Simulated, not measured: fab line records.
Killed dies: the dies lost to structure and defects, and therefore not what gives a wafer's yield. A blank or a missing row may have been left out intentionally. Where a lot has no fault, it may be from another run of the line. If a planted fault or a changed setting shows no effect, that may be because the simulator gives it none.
fab line records | flow n5_finfet
record lots=11 | wafers=32 | last_day=17
route steps=1938 shown BEOL_M13@1691
lots untouched by any fault: they come from a run of this same line in which no faults occurred
start_h: the number of hours between the record's first day and the start of the first shown wafer of the lot | wait_h: how many hours have passed since the lot's step before this one | " the same as in the row above | L1.1+2: a single row standing in for several wafers | - either no value or no given start | * or withheld: withheld | < > ~ a bound
route shown NAME@n: a module of which the file shows steps, and the number in the route of the first | usual: mean/standard deviation taken from wafers without a fault | same: alike in all rows | chamber/n: place in a boat | sites: per-site readings | _std_site: their standard deviation | _edge_site: the outer-site mean with the inner-site mean subtracted | radius_mm: how far each site lies from the wafer's centre | mask NAME#n: copy n | behind: the most recent tool/chamber to have shaped the wafer | hold: why the lot went on hold/how many hours it stayed there/how the hold came to an end | device: names the non-switching transistor (n, p or np) | end of line: tests run on the same wafers once the route is complete | for a step that has no rows: nothing shown but its recipe | killed: dies that structure and defects cost at the first sort, which is not the same as the wafer's yield | map: dies across one wafer; x = killed, . = not, _ = none there
set.NAME: the setting the step ran with; set.NAME@STEP: the setting that earlier step ran with | model.NAME: the simulator's own value behind a step, which no gauge read
one table for each step of the route and one row for each wafer, over a sample of lots
services: a tool's chamber out of use, with start hour (start_h, from the record's first day; less than 0 if before it), hours out, and reason
## steps
# step N5_BEOL_M13_INSPECT_30
# recipe mode=adi | inspect_instrument=macro
# usual raw_defect_count=2.0/1.4
lot.wafer | tool              | chamber | start_h | wait_h | raw_defect_count
L925.2    | defect_inspect-02 | -       | 249.19  | 0.0    | 1
L925.3    | "                 | -       | "       | "      | 1
L925.5    | "                 | -       | "       | "      | 0
L926.2    | defect_inspect-02 | -       | 253.96  | 0.0    | 5
L926.3    | "                 | -       | "       | "      | 2
L926.4    | "                 | -       | "       | "      | 4
L928.1    | defect_inspect-01 | -       | 263.01  | 0.0    | 1
L928.2    | "                 | -       | "       | "      | 4
L928.3    | "                 | -       | "       | "      | 2
L930.1    | defect_inspect-02 | -       | 277.21  | 0.0    | 4
L930.4    | "                 | -       | "       | "      | 1
L930.5    | "                 | -       | "       | "      | 3
L935.2    | defect_inspect-01 | -       | 301.77  | 0.0    | 1
L935.6    | "                 | -       | "       | "      | 6
L940.1    | defect_inspect-02 | -       | 339.59  | 0.0    | 2
L940.2    | "                 | -       | "       | "      | 2
L940.6    | "                 | -       | "       | "      | 1
L945.1    | defect_inspect-01 | -       | 360.42  | 0.0    | 1
L945.2    | "                 | -       | "       | "      | 6
L945.4    | "                 | -       | "       | "      | 1
L944.1    | defect_inspect-01 | -       | 364.12  | 0.0    | 0
L944.2    | "                 | -       | "       | "      | 3
L944.5    | "                 | -       | "       | "      | 2
L946.1    | defect_inspect-01 | -       | 364.31  | 0.0    | 1
L946.3    | "                 | -       | "       | "      | 3
L946.6    | "                 | -       | "       | "      | 0
L948.1    | defect_inspect-02 | -       | 376.98  | 0.0    | 2
L948.4    | "                 | -       | "       | "      | 1
L948.6    | "                 | -       | "       | "      | 4
L947.2    | defect_inspect-01 | -       | 378.44  | 0.0    | 2
L947.5    | "                 | -       | "       | "      | 5
L947.6    | "                 | -       | "       | "      | 3
# step N5_BEOL_M13_STRIP_37
# recipe chemistry=N2/H2 | power_w=1000 | temp_c=250 | h2_frac=0.65 | overash_fraction=0.3 | pressure_mtorr=withheld | n2_flow_sccm=1750 | h2_flow_sccm=3250
# usual drypump_motor_current_A=5.9/0.52 | heater_power_w=350/10 | oes_product_au=0.784/0.011
lot.wafer | tool            | chamber | start_h | wait_h | drypump_motor_current_A | heater_power_w | oes_product_au | rf_hours_counter_h
L925.2    | plasma_asher-02 | 1       | 249.84  | 0.0    | 5.2                     | 356            | 0.792          | 72
L925.3    | "               | 1       | "       | "      | 5.2                     | 357            | 0.775          | -
L925.5    | "               | 1       | "       | "      | 5.2                     | 363            | 0.798          | -
L926.2    | plasma_asher-01 | 0       | 254.61  | 0.0    | 6.4                     | 338            | 0.788          | 121
L926.3    | "               | 0       | "       | "      | 6.4                     | 330            | 0.778          | -
L926.4    | "               | 1       | "       | "      | 6.0                     | 356            | 0.770          | -
L928.1    | plasma_asher-01 | 0       | 263.66  | 0.0    | 6.4                     | 345            | 0.806          | 123
L928.2    | "               | 1       | "       | "      | 6.0                     | 338            | 0.792          | 123
L928.3    | "               | 0       | "       | "      | 6.5                     | 352            | 0.781          | -
L930.1    | plasma_asher-02 | 0       | 277.86  | 0.0    | 5.2                     | 360            | 0.764          | 78
L930.4    | "               | 0       | "       | "      | 5.3                     | 349            | 0.772          | -
L930.5    | "               | 1       | "       | "      | 5.2                     | 363            | 0.793          | -
L935.2    | plasma_asher-01 | 0       | 302.42  | 0.0    | 6.5                     | 337            | 0.793          | 130
L935.6    | "               | 0       | "       | "      | 6.5                     | 333            | 0.783          | -
L940.1    | plasma_asher-01 | 0       | 340.37  | 0.0    | 6.5                     | 335            | 0.771          | 138
L940.2    | "               | 1       | "       | "      | 6.1                     | 355            | 0.780          | 138
L940.6    | "               | 0       | "       | "      | 6.4                     | 344            | 0.759          | -
L945.1    | plasma_asher-01 | 0       | 361.07  | 0.0    | 6.5                     | 332            | 0.781          | 140
L945.2    | "               | 1       | "       | "      | 6.0                     | 346            | 0.788          | 140
L945.4    | "               | 0       | "       | "      | 6.4                     | 342            | 0.788          | -
L944.1    | plasma_asher-02 | 1       | 364.85  | 0.0    | 5.2                     | 364            | 0.777          | 96
L944.2    | "               | 0       | "       | "      | 5.2                     | 360            | 0.788          | 96
L944.5    | "               | 0       | "       | "      | 5.2                     | 357            | 0.784          | -
L946.1    | plasma_asher-01 | 1       | 364.96  | 0.0    | 6.1                     | 345            | 0.780          | 141
L946.3    | "               | 1       | "       | "      | 6.0                     | 348            | 0.803          | -
L946.6    | "               | 0       | "       | "      | 6.4                     | 345            | 0.771          | -
L948.1    | plasma_asher-01 | 1       | 377.80  | 0.0    | 6.0                     | 352            | 0.784          | 143
L948.4    | "               | 1       | "       | "      | 6.0                     | 344            | 0.790          | -
L948.6    | "               | 1       | "       | "      | 6.0                     | 350            | 0.787          | -
L947.2    | plasma_asher-02 | 1       | 379.09  | 0.0    | 5.2                     | 357            | 0.786          | 100
L947.5    | "               | 1       | "       | "      | 5.2                     | 359            | 0.792          | -
L947.6    | "               | 0       | "       | "      | 5.2                     | 363            | 0.788          | -
# step N5_BEOL_M13_PRE_CLEAN_42
# recipe gas=H2/He | time_s=30 | temp_c=250
# usual heater_power_w=323/38 | susceptor_temp_C=250.00/0.17
lot.wafer | tool           | chamber | start_h | wait_h | heater_power_w | susceptor_temp_C
L925.2    | pvd_sputter-02 | -       | 250.71  | 0.0    | 267            | 249.98
L925.3    | "              | -       | "       | "      | 289            | 249.83
L925.5    | "              | -       | "       | "      | 270            | 249.90
L926.2    | pvd_sputter-03 | -       | 255.32  | 0.0    | 281            | 249.89
L926.3    | "              | -       | "       | "      | 271            | 250.15
L926.4    | "              | -       | "       | "      | 348            | 249.66
L928.1    | pvd_sputter-03 | -       | 268.16  | 0.0    | 282            | 249.66
L928.2    | "              | -       | "       | "      | 371            | 249.81
L928.3    | "              | -       | "       | "      | 270            | 250.08
L930.1    | pvd_sputter-03 | -       | 278.28  | 0.0    | 276            | 249.76
L930.4    | "              | -       | "       | "      | 383            | 249.87
L930.5    | "              | -       | "       | "      | 383            | 249.92
L935.2    | pvd_sputter-03 | -       | 304.24  | 0.0    | 277            | 249.84
L935.6    | "              | -       | "       | "      | 388            | 249.97
L940.1    | pvd_sputter-02 | -       | 342.65  | 0.0    | 377            | 250.08
L940.2    | "              | -       | "       | "      | 268            | 250.20
L940.6    | "              | -       | "       | "      | 379            | 249.87
L945.1    | pvd_sputter-01 | -       | 363.27  | 0.0    | 327            | 249.92
L945.2    | "              | -       | "       | "      | 349            | 250.00
L945.4    | "              | -       | "       | "      | 325            | 249.82
L946.1    | pvd_sputter-03 | -       | 368.14  | 0.0    | 274            | 249.81
L946.3    | "              | -       | "       | "      | 267            | 250.13
L946.6    | "              | -       | "       | "      | 384            | 250.08
L944.1    | pvd_sputter-02 | -       | 368.20  | 0.0    | 268            | 250.03
L944.2    | "              | -       | "       | "      | 379            | 250.10
L944.5    | "              | -       | "       | "      | 287            | 250.06
L947.2    | pvd_sputter-03 | -       | 380.86  | 0.0    | 346            | 249.89
L947.5    | "              | -       | "       | "      | 347            | 249.73
L947.6    | "              | -       | "       | "      | 271            | 250.18
L948.1    | pvd_sputter-03 | -       | 381.96  | 0.0    | 274            | 249.90
L948.4    | "              | -       | "       | "      | 374            | 249.95
L948.6    | "              | -       | "       | "      | 278            | 250.03
# step N5_BEOL_M13_SPUTTER_44
# recipe material=Ta | target_thk_a=100 | temp_c=50 | bias_v=80 | power_w=15000 | chamber_pressure_pa=0.07 | time_s=16.13
# usual cathode_dc_power_W=15000/2.5 | susceptor_temp_C=49.99/0.11 | throttle_valve_pct=30.1/0.65
lot.wafer | tool           | chamber | start_h | wait_h | cathode_dc_power_W | susceptor_temp_C | throttle_valve_pct
L925.2    | pvd_sputter-02 | -       | 250.83  | 0.0    | 15006              | 49.79            | 29.9
L925.3    | "              | -       | "       | "      | 15001              | 49.84            | 30.8
L925.5    | "              | -       | "       | "      | 15000              | 49.92            | 29.9
L926.2    | pvd_sputter-03 | -       | 255.44  | 0.0    | 14998              | 50.05            | 30.8
L926.3    | "              | -       | "       | "      | 15002              | 50.16            | 30.0
L926.4    | "              | -       | "       | "      | 15000              | 50.03            | 28.7
L928.1    | pvd_sputter-03 | -       | 268.28  | 0.0    | 15000              | 49.91            | 30.8
L928.2    | "              | -       | "       | "      | 14998              | 50.08            | 30.7
L928.3    | "              | -       | "       | "      | 15000              | 49.95            | 30.3
L930.1    | pvd_sputter-03 | -       | 278.40  | 0.0    | 14999              | 50.11            | 30.3
L930.4    | "              | -       | "       | "      | 15001              | 49.98            | 30.8
L930.5    | "              | -       | "       | "      | 14999              | -                | 30.7
L935.2    | pvd_sputter-03 | -       | 304.36  | 0.0    | 15003              | -                | 30.9
L935.6    | "              | -       | "       | "      | 15002              | 50.00            | 30.7
L940.1    | pvd_sputter-02 | -       | 342.77  | 0.0    | 15004              | 49.86            | 29.2
L940.2    | "              | -       | "       | "      | 15000              | 50.00            | 30.1
L940.6    | "              | -       | "       | "      | 15001              | 49.84            | 29.0
L945.1    | pvd_sputter-01 | -       | 363.39  | 0.0    | 15004              | 50.04            | 30.5
L945.2    | "              | -       | "       | "      | 14999              | 49.81            | 30.1
L945.4    | "              | -       | "       | "      | 15000              | 49.94            | 29.3
L946.1    | pvd_sputter-03 | -       | 368.26  | 0.0    | 14997              | 50.13            | 31.1
L946.3    | "              | -       | "       | "      | 14999              | 50.20            | 30.1
L946.6    | "              | -       | "       | "      | 15001              | 50.03            | 30.5
L944.1    | pvd_sputter-02 | -       | 368.32  | 0.0    | 15001              | 50.08            | 30.2
L944.2    | "              | -       | "       | "      | 15003              | 50.12            | 29.5
L944.5    | "              | -       | "       | "      | 15002              | 49.93            | 30.8
L947.2    | pvd_sputter-03 | -       | 380.98  | 0.0    | 15002              | 50.20            | 28.5
L947.5    | "              | -       | "       | "      | 14998              | 50.28            | 29.0
L947.6    | "              | -       | "       | "      | 15004              | 50.05            | 30.1
L948.1    | pvd_sputter-03 | -       | 382.08  | 0.0    | 14996              | 49.96            | 30.1
L948.4    | "              | -       | "       | "      | 15000              | 49.90            | 30.4
L948.6    | "              | -       | "       | "      | 15001              | 49.93            | 30.3
# step N5_BEOL_M13_CMP_49
# recipe stop_on=SiOC | t_overpolish_s=17.1 | down_force_psi=1 | platen_rpm=50 | clearing_platen_down_force_psi=1.5 | clearing_platen_rpm=50 | post_cmp_clean=cu_alkaline | target_thk_nm=420 | clearing_platen_pad_velocity_m_s=0.99484 | pad_velocity_m_s=0.99484
# usual barrier_field_endpoint_s=30.4/0.81 | motor_current_A=5.9/0.59 | platen_rpm=49.997/0.028 | retaining_ring_pressure_frac=1.000/0.0052
lot.wafer | tool   | chamber | start_h | wait_h | barrier_field_endpoint_s | motor_current_A | platen_rpm | retaining_ring_pressure_frac
L925.2    | cmp-04 | 3       | 251.75  | 0.3    | 29.1                     | 4.7             | 50.022     | 0.995
L925.3    | "      | 0       | "       | "      | 29.9                     | 5.2             | 50.010     | 1.004
L925.5    | "      | 2       | "       | "      | 30.5                     | 6.0             | 50.016     | 1.006
L926.4    | cmp-04 | 1       | 256.58  | 0.1    | 29.4                     | 5.8             | 49.968     | 1.000
L926.2    | "      | 3       | "       | "      | 29.4                     | 4.9             | 49.943     | 1.003
L926.3    | "      | 0       | "       | "      | 29.8                     | 5.8             | 50.048     | 0.994
L928.2    | cmp-03 | 3       | 268.93  | 0.2    | 31.0                     | 6.9             | 49.941     | 0.991
L928.3    | "      | 0       | "       | "      | 29.8                     | 5.9             | 49.995     | 1.001
L928.1    | "      | 1       | "       | "      | 31.1                     | 6.9             | 49.988     | 1.003
L930.1    | cmp-01 | 0       | 279.26  | 0.3    | 30.2                     | 5.6             | 49.962     | 1.009
L930.4    | "      | 1       | "       | "      | 31.1                     | 5.5             | 50.008     | 1.003
L930.5    | "      | 2       | "       | "      | 26.6                     | 5.8             | 50.050     | 0.992
L935.2    | cmp-01 | 0       | 305.13  | 0.3    | 27.3                     | 5.5             | 49.979     | 1.000
L935.6    | "      | 2       | "       | "      | 29.7                     | 6.2             | 49.997     | 0.996
L940.2    | cmp-01 | 2       | 343.60  | 0.2    | 30.6                     | 5.8             | 49.996     | 0.992
L940.1    | "      | 3       | "       | "      | 31.5                     | 5.7             | 50.004     | 1.000
L940.6    | "      | 2       | "       | "      | 30.0                     | 6.4             | 50.020     | 0.997
L945.2    | cmp-03 | 0       | 364.07  | 0.2    | 30.4                     | 5.9             | 50.005     | 1.002
L945.1    | "      | 2       | "       | "      | 29.9                     | 7.1             | 50.006     | 1.000
L945.4    | "      | 3       | "       | "      | 30.8                     | 6.9             | 49.883     | 0.996
L946.3    | cmp-01 | 3       | 368.92  | 0.2    | 30.5                     | 5.8             | 50.076     | 0.999
L946.1    | "      | 0       | "       | "      | 29.0                     | 5.5             | 50.017     | 0.994
L946.6    | "      | 3       | "       | "      | 31.0                     | 5.7             | 50.003     | 1.007
L944.2    | cmp-04 | 3       | 368.98  | 0.2    | 29.4                     | 4.7             | 50.045     | 1.000
L944.1    | "      | 2       | "       | "      | 29.9                     | 5.9             | 49.987     | 0.994
L944.5    | "      | 0       | "       | "      | 29.3                     | 5.6             | 50.038     | 1.001
L947.2    | cmp-03 | 2       | 381.90  | 0.3    | 29.1                     | 6.6             | 50.010     | 0.993
L947.5    | "      | 3       | "       | "      | 30.5                     | 7.2             | 49.996     | 1.000
L947.6    | "      | 0       | "       | "      | 29.3                     | 6.2             | 50.053     | 0.995
L948.1    | cmp-03 | 0       | 382.81  | 0.3    | 30.1                     | 5.7             | 49.981     | 1.000
L948.4    | "      | 1       | "       | "      | 30.9                     | 6.7             | 50.005     | 1.003
L948.6    | "      | 3       | "       | "      | 30.4                     | 7.0             | 49.960     | 1.002
## services
tool            | chamber | start_h | hours | kind
cmp-04          | -       | 229.62  | -     | consumable_replace:conditioner
cmp-04          | -       | 229.62  | -     | consumable_replace:pad
cmp-03          | -       | 245.88  | 0.4   | repair
cmp-04          | -       | 264.91  | 0.9   | repair
cmp-01          | -       | 265.48  | 1.2   | repair
plasma_asher-02 | -       | 304.25  | 0.7   | repair
cmp-04          | -       | 316.35  | 4.8   | pm
cmp-01          | -       | 327.64  | 3.1   | repair
cmp-04          | -       | 337.47  | 0.8   | repair
cmp-01          | -       | 350.40  | 4.0   | pm
plasma_asher-01 | -       | 353.44  | 7.5   | repair
cmp-01          | -       | 354.40  | -     | consumable_replace:conditioner
cmp-01          | -       | 354.40  | -     | consumable_replace:pad
plasma_asher-01 | -       | 365.65  | 1.0   | repair
cmp-01          | -       | 379.13  | 1.4   | repair
## key
first_sign step=N5_BEOL_M13_CMP_49 | reading=barrier_field_endpoint_s | direction=down | sigmas=4.2 | usual=30.4 | struck=26.9
effect none on later readings
met_at N5_BEOL_M13_SPUTTER_44
struck_lots L930,L935
struck_wafers L930.5,L935.2
not_acting_at N5_BEOL_M13_INSPECT_30,N5_BEOL_M13_STRIP_37,N5_BEOL_M13_PRE_CLEAN_42
onset_between 268.28 278.40
fault kind=process_parameter_drift | tool=pvd_sputter-03 | chamber=- | onset_h=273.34 | steps=N5_BEOL_M13_SPUTTER_44 | channel=time_s | offset=* | shape=step | end_h=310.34 | scope=struck_wafers_only | acts_in=* | stated=*
